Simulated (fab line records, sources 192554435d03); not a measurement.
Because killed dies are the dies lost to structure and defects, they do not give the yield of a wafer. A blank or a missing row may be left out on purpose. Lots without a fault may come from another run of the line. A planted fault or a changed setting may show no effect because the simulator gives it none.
Lot-split experiment -- flow n5Finfet -- 21 wafers read from 7 lots, route of 1938 steps

THE SPLIT
At N5_SDB_ALD_29 (deposits SiNx, target thk 30 nm, pulse time 1 s, ald cycles 600), the setting aldCycles was moved away from the recipe's 600 on 5 of the 21 wafers read, by -10.5% to +14.0%. The other wafers ran this setting at the recipe's value.

The split's own step is where the reading is taken.

THE READING
SiNx_of_SDB_ALD_29.thkNm (the simulator's own value, which no gauge read), in nm, at N5_SDB_ALD_29 (deposits SiNx, target thk 30 nm, pulse time 1 s, ald cycles 600). The file does not state a usual value for it. Average 30.0 nm, standard deviation 0.13 nm, over the 16 wafers here run with the recipe.

wafer,"tool, chamber at the split",aldCycles as run,against the recipe,"SiNx_of_SDB_ALD_29.thkNm, nm",against lot-mates on the recipe
L079.2,"aldSin-02, 3,1,1",600,recipe,30,-
L079.4,"aldSin-02, 3,1,1",600,recipe,30,-
L079.5,"aldSin-02, 3,1,1",600,recipe,30,-
L083.1,"aldSin-03, 1",600,recipe,30,-
L083.3,"aldSin-03, 2",626,+4.3%,31.4,+1.3
L083.5,"aldSin-03, 2",600,recipe,30.2,-
L084.4,"aldSin-03, 3,2,1",600,recipe,30,-
L084.5,"aldSin-03, 3,2,1",600,recipe,30,-
L084.6,"aldSin-03, 3,2,1",600,recipe,30,-
L088.4,"aldSin-03, 2,1",537,-10.5%,26.8,-3.4
L088.6,"aldSin-03, 2,1",537,-10.5%,26.8,-3.4
L088.5,"aldSin-03, 2",600,recipe,30.2,-
L093.2,"aldSin-02, 3",684,+14.0%,34.2,+4.2
L093.5,"aldSin-02, 1,2",600,recipe,30,-
L093.6,"aldSin-02, 1,2",600,recipe,30,-
L095.2,"aldSin-02, 1,3",600,recipe,30,-
L095.4,"aldSin-02, 1,3",600,recipe,30,-
L095.6,"aldSin-02, 2",600,recipe,29.6,-
L097.1,"aldSin-01, 2",600,recipe,30.2,-
L097.4,"aldSin-01, 3",566,-5.7%,28.4,-1.7
L097.6,"aldSin-01, 0",600,recipe,30,-
Where a row lists several chambers, the file gives one row for several wafers and doesn't say which wafer went through which chamber.

FIT RESULTS
A straight line over all 21 wafers: SiNx_of_SDB_ALD_29.thkNm changes by +0.302 nm for each +1% of aldCycles; r = +1.00; the points scatter about the line by 0.13 nm.
The same after taking each lot's own level away (the mean of its wafers on the recipe; 21 wafers): +0.311 nm for each +1%; r = +1.00; scatter 0.1 nm.
On that fit, the largest move of aldCycles shifts the reading by 4.4 nm.
The lots' own levels span 29.87 to 30.20 nm, that is 2.5 times the standard deviation above.
Consequently the slope shifts little with the lot-to-lot level, the two slopes agreeing.
Check: +4.46 nm against its lot-mates is what the line predicts for one of the wafers moved furthest among these (+14.0%) when that wafer is left out of the fit. Against them it came out at +4.2 nm.

THE WHOLE CHAIN: every reading that the file lists as answering this split, in the file's order
step,what it does,reading,change (the file's fit),r (the file's)
N5_SDB_ALD_29,"deposits SiNx, target thk 30 nm, pulse time 1 s, ald cycles 600","SiNx_of_SDB_ALD_29.thkNm (the simulator's own value, which no gauge read)",+0.307 nm for each +1% of the setting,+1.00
N5_DUMMY_REMOVAL_HM_STRIP_01,"strips SiNx in CH3F/O2, stops on poly-Si, target depth 4 nm, time 6.8 s","SiNx_of_SDB_ALD_29.thkNm (the simulator's own value, which no gauge read)","not straight: 26.3 at the lowest setting, 29.41 at the recipe, 30.4 at the highest",not given

THE FILE'S OWN FIT
SiNx_of_SDB_ALD_29.thkNm changes by +0.307 nm for each +1% of aldCycles, r = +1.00.
